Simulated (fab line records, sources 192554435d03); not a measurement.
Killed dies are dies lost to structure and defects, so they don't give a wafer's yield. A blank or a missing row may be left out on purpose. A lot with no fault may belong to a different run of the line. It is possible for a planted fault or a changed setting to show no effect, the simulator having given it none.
Code-filled problem report in 8D (eight disciplines) form -- flow n5Finfet -- the parts of the form that need people (team, actions taken, sign-off) are left out

1. WHAT IS WRONG
N5_STI_FIN_REVEAL_FIN_H_MEAS_10, trenchDepthNm: mean 41.0 nm over 1 wafer from 1 lot; wafers with no fault: 52.0 nm, standard deviation 0.78. Relative to the usual mean, that is a shift of -14 standard deviations.
Seen first at day 5 04:14 on ocd-01, wafer L503.4. At this step, 29 wafers from 10 lots have a number in the record. Rule for "out", or "out of limits": more than 4 standard deviations from the usual mean. The rest of the wafers with a number are treated as sound.

2. WHAT IT IS; WHAT IT IS NOT
question,is,is not
which readings at this step,trenchDepthNm,-
which lots,L503,"L494, L495, L498, L499, L505, L513, L514, L515, L516"
which wafers of those lots,L503.4,"L503.1, L503.2"
read on which gauges,ocd-01,ocd-02
when,from day 5 04:14,"up to then (14 sound wafers); but 14 sound wafers of L505, L513, L514, L515, L516 came after"

3. WHAT RULES OUT EACH SUSPECT
Counting: any tool at a process step up to the reading remains a suspect provided it ran every lot that is out. Sound lots after the first of them don't rule it out here, since some wafers of a struck lot are sound.
- ruled out: the gauge at N5_STI_FIN_REVEAL_FIN_H_MEAS_10. All the wafers that are out were read on ocd-01, but those of them that N5_PASSIVATION_PROBE_49 has rows for are out there too, on other tools.
- vaporEtch-02 at N5_FIN_CUT_PRECLEAN_35 (cleans in vHF, time 13.3 s): kept. It ran the lot that is out, L503 (day 4 18:34).
- aldSin-04 at N5_STI_FIN_REVEAL_ALD_14 (deposits Si3N4, target thk 3 nm): kept. It ran the lot that is out, L503 (day 4 19:01).
- vaporEtch-02 at N5_STI_FIN_REVEAL_RECESS_09 (chemistry HF/NH3, target SiO2, afs cycles 11, target depth 42.5 nm, sublimation time 60 s): kept. L503, the lot that is out, went through it at day 5 01:31; up to then, the latest sound lot through it was L499 at day 3 22:23.
- At N5_STI_FIN_REVEAL_ALD_14, inside aldSin-04: chamber 2 took the wafers that are out, while their sound lot-mates went through chambers 0, 3.
After the count, these remain: vaporEtch-02 at N5_FIN_CUT_PRECLEAN_35, aldSin-04 at N5_STI_FIN_REVEAL_ALD_14 and vaporEtch-02 at N5_STI_FIN_REVEAL_RECESS_09.

4. THE CAUSE (what the simulator had put in)
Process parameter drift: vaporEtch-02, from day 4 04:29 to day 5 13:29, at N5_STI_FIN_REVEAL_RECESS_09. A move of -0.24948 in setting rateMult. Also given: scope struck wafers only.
Counting leaves 3 suspects; this tool is one of them.

5. THE CHAIN OF EFFECTS, in route order
One row per reading whose mean, taken over the struck wafers that have a number, lies over 3 standard deviations from the usual. Only readings whose record carries a usual standard deviation are examined. hours: median over the lots of the time between each lot's start at the first step of this table that gives one and its start at this step. sigmas: the change, counted in usual standard deviations.
hours,step,reading,usual,on struck wafers,change,sigmas
0,N5_STI_FIN_REVEAL_FIN_H_MEAS_10,trenchDepthNm,52.0 nm,41.0,-11.0,-14
248,N5_PASSIVATION_PROBE_49,killedAtOther,4,21,+17,+4.6
Its process steps:
- N5_PASSIVATION_PROBE_49
Later steps that measure or inspect, where all struck wafers having a row at the step show a number for every such reading and not one has moved that far: N5_BEOL_M4_RC_MEAS_101.

6. WHAT WOULD HAVE CAUGHT IT SOONER
The first out-of-limits reading at a measuring or inspecting step in this record came at day 5 04:14, 24 hours after the fault's start at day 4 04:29.
Tool readings at N5_STI_FIN_REVEAL_RECESS_09 with a usual standard deviation given in the record: none out on any struck wafer, hence no alarm at a limit of 4 standard deviations on them.
Each of the lots that are out, 1 in all, had begun N5_STI_FIN_REVEAL_RECESS_09 on vaporEtch-02 no later than day 5 04:14. Holding the tool at that point would not have protected any of them.
